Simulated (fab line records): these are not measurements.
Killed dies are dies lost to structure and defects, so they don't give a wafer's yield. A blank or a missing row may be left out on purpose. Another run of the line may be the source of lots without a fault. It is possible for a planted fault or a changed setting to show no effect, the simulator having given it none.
Commonality check across tools	flow nand harc	Sample size 2 lots and 2 wafers

## WHAT PROMPTED THE OPENING
Flagged at NHARC_END_SORT_01: reading killed at array, on 2 of 2 lots. Fault-free wafers read 28, with a standard deviation of 11.
Rule: a lot gets a flag if all its wafers with a number sit over 4 standard deviations from that mean, or if no wafer of it has a number. The other lots count as sound.

lot	measured	on	killed at array, wafer by wafer	flag
L338	day 21 22:13	prober-02	97	FLAGGED
L343	day 23 06:36	prober-01	108	FLAGGED
On average the flagged lots' numbers are 102, which is +74 against the usual, or +7 standard deviations.

## EACH LOT AND THE TOOL IT RAN ON
5 process steps preceding the reading are held in the record, out of 1159 steps in the route. Read each cell as the tool, then ch plus the chambers that the sampled wafers visited, then the start.
lot	flag	NHARC_A_STAIRCASE_ETCH_17	NHARC_A_STAIRCASE_ETCHBACK_416	NHARC_A_STAIRCASE_DEP_417	NHARC_A_SGD_CUT_DESCUM_14	NHARC_A_SGD_CUT_CMP_21
L338	FLAGGED	rie diel-04 ch 3, day 13 00:08	rie diel-04 ch 3, day 14 05:34 or earlier	pecvd-02 ch 2, day 14 05:34	rie diel-12 ch 1, day 16 03:07	cmp-02 ch 0, day 16 06:04
L343	FLAGGED	rie diel-04 ch 3, day 14 01:26	rie diel-04 ch 2, day 15 04:08 or earlier	pecvd-04 ch 2, day 15 04:08	rie diel-03 ch 0, day 17 17:19	cmp-03 ch 3, day 17 20:35
These steps, and what they do:
- NHARC_A_STAIRCASE_ETCH_17: etches the open film in C4F8/O2, target depth 100 nm, time 40.5 s.
- NHARC_A_STAIRCASE_ETCHBACK_416: etches the open film in C4F8/O2/Ar, target depth 36 nm, time 7.2 s.
- NHARC_A_STAIRCASE_DEP_417: deposits Si3N4, target thk 60 nm.
- NHARC_A_SGD_CUT_DESCUM_14: chemistry O2, time 3 s.
- NHARC_A_SGD_CUT_CMP_21: polishes, target thk 148.19 nm.
- NHARC_END_SORT_01

## FLAGGED OVER TOTAL, TOOL BY TOOL (the gauges that took the reading come last)
step	tool	lots run	flagged	share of the flagged lots	sound lots run after its first flagged lot
NHARC_A_STAIRCASE_ETCH_17	rie diel-04	2	2	all	0
NHARC_A_STAIRCASE_ETCHBACK_416	rie diel-04	2	2	all	0
NHARC_A_STAIRCASE_DEP_417	pecvd-02	1	1	some	0
NHARC_A_STAIRCASE_DEP_417	pecvd-04	1	1	some	0
NHARC_A_SGD_CUT_DESCUM_14	rie diel-03	1	1	some	0
NHARC_A_SGD_CUT_DESCUM_14	rie diel-12	1	1	some	0
NHARC_A_SGD_CUT_CMP_21	cmp-02	1	1	some	0
NHARC_A_SGD_CUT_CMP_21	cmp-03	1	1	some	0
NHARC_END_SORT_01	prober-01	1	1	some	0
NHARC_END_SORT_01	prober-02	1	1	some	0
With no start given for some of its lots, NHARC_A_STAIRCASE_ETCHBACK_416 uses the hours and lot order of NHARC_A_STAIRCASE_DEP_417.

## WHAT IS ALLOWED BY THE TABLE
In 2 table rows, all flagged lots were run: rie diel-04 (NHARC_A_STAIRCASE_ETCH_17), rie diel-04 (NHARC_A_STAIRCASE_ETCHBACK_416).
- rie diel-04 at NHARC_A_STAIRCASE_ETCH_17 ran 2 lots, 2 of them flagged. It ran no sound lot before its first flagged lot in this sample, so the start can't be narrowed down.
- rie diel-04 at NHARC_A_STAIRCASE_ETCHBACK_416 ran 2 lots, 2 of them flagged. It ran no sound lot before its first flagged lot in this sample, so the start can't be narrowed down.
Just one tool remains: rie diel-04 at NHARC_A_STAIRCASE_ETCH_17 and NHARC_A_STAIRCASE_ETCHBACK_416.

## WHAT THE SIMULATOR HAD PUT IN
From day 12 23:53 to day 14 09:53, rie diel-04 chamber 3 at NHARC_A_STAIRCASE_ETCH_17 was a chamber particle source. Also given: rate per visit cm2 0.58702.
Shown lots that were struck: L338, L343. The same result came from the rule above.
